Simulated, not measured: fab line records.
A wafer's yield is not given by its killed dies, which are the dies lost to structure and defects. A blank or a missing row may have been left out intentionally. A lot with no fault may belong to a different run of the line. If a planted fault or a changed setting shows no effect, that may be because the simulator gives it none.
A single fault, viewed from 2 desks :: flow nand-harc :: only its own numbers are on each desk; what lay behind them is given at the end

## THE DEFECT DESK
What the inspections along the route counted, lot by lot: means of the sampled wafers that have a number. If a lot's mean is further than 4 standard deviations from the usual mean, the lot is out of limits and carries the mark OUT (the distance appears in the brackets).
Columns: A = raw-defect-count at NHARC_A_CONTACT_INSPECT_10, usual 32
lot: L699
first seen here: day 17 04:15
A: 28

lot: L700
first seen here: day 17 08:47
A: 21

lot: L698
first seen here: day 17 14:44
A: 10

lot: L707
first seen here: day 19 04:19
A: 25

lot: L710
first seen here: day 19 16:55
A: 31

lot: L713
first seen here: day 20 18:16
A: 49

lot: L715
first seen here: day 20 19:10
A: 36

lot: L714
first seen here: day 20 23:01
A: 14

lot: L716
first seen here: day 21 12:06
A: 31

lot: L719
first seen here: day 22 06:47
A: 38

lot: L717
first seen here: day 22 07:47
A: 27

lot: L721
first seen here: day 22 17:01
A: 39
This desk's verdict: no lot among the 12 shows anything out of limits.

## TOOL OWNER'S DESK, rie-diel-12
The tool's own readings at NHARC_A_BLC_ETCH_17 (etches the open film in N2/H2, target depth 390 nm, time 609.38 s): means of the sampled wafers that have a number, for each lot that ran on this tool. If a lot's mean is further than 4 standard deviations from the usual mean, the lot is out of limits and carries the mark OUT (the distance appears in the brackets).
Columns: A = drypump-motor-current-A at NHARC_A_BLC_ETCH_17, usual 5.7 A; B = oes-product-au at NHARC_A_BLC_ETCH_17, usual 0.997 a.u.; C = rf-vpp-V at NHARC_A_BLC_ETCH_17, usual 430.5 V; D = run-length-s at NHARC_A_BLC_ETCH_17, usual 630.5 s; E = showerhead-plenum-p-Torr at NHARC_A_BLC_ETCH_17, usual 2.04 Torr; F = throttle-valve-pct at NHARC_A_BLC_ETCH_17, usual 14.172 %
lot: L700
first seen here: day 17 14:49
A: 6.1
B: 1.000
C: 430.5
D: 630.8
E: 2.01
F: 14.175

lot: L698
first seen here: day 17 21:19
A: 6.0
B: 0.992
C: 430.0
D: 630.8
E: 2.01
F: 14.173

lot: L707
first seen here: day 19 11:21
A: 5.7
B: 0.992
C: 431.0
D: 609.6 (-43) OUT
E: 2.06
F: 14.175

lot: L710
first seen here: day 20 01:05
A: 6.1
B: 0.984
C: 430.3
D: 610.1 (-42) OUT
E: 2.01
F: 14.169

lot: L716
first seen here: day 22 02:29
A: 6.4
B: 0.993
C: 428.3
D: 631.0
E: 1.96
F: 14.171

lot: L719
first seen here: day 22 12:58
A: 5.9
B: 0.999
C: 430.6
D: 630.6
E: 2.06
F: 14.173

lot: L717
first seen here: day 22 17:58
A: 6.4
B: 0.992
C: 427.1
D: 631.3
E: 1.96
F: 14.165
This desk's finding: out of limits on L707, L710; first on L707, day 19 11:21 (run-length-s at NHARC_A_BLC_ETCH_17). In limits: L700, L698, L716, L719, L717.

## ALL TOGETHER
On L707, L710, at day 19 11:21, an alarm was possible from the tool owner's desk.
Nothing out of limits was seen by the defect desk.
The defect desk has L707, L710 on record, within its limits.
Of the lots named, all ran NHARC_A_BLC_ETCH_17 on rie-diel-12.

## WHAT THE SIMULATOR PUT IN
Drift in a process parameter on rie-diel-12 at NHARC_A_BLC_ETCH_17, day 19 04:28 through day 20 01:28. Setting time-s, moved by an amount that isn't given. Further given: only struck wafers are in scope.
Struck lots among those shown: L707, L710.
Delay in hours, fault start to first out-of-limits reading, by desk: the tool owner's desk at 7.
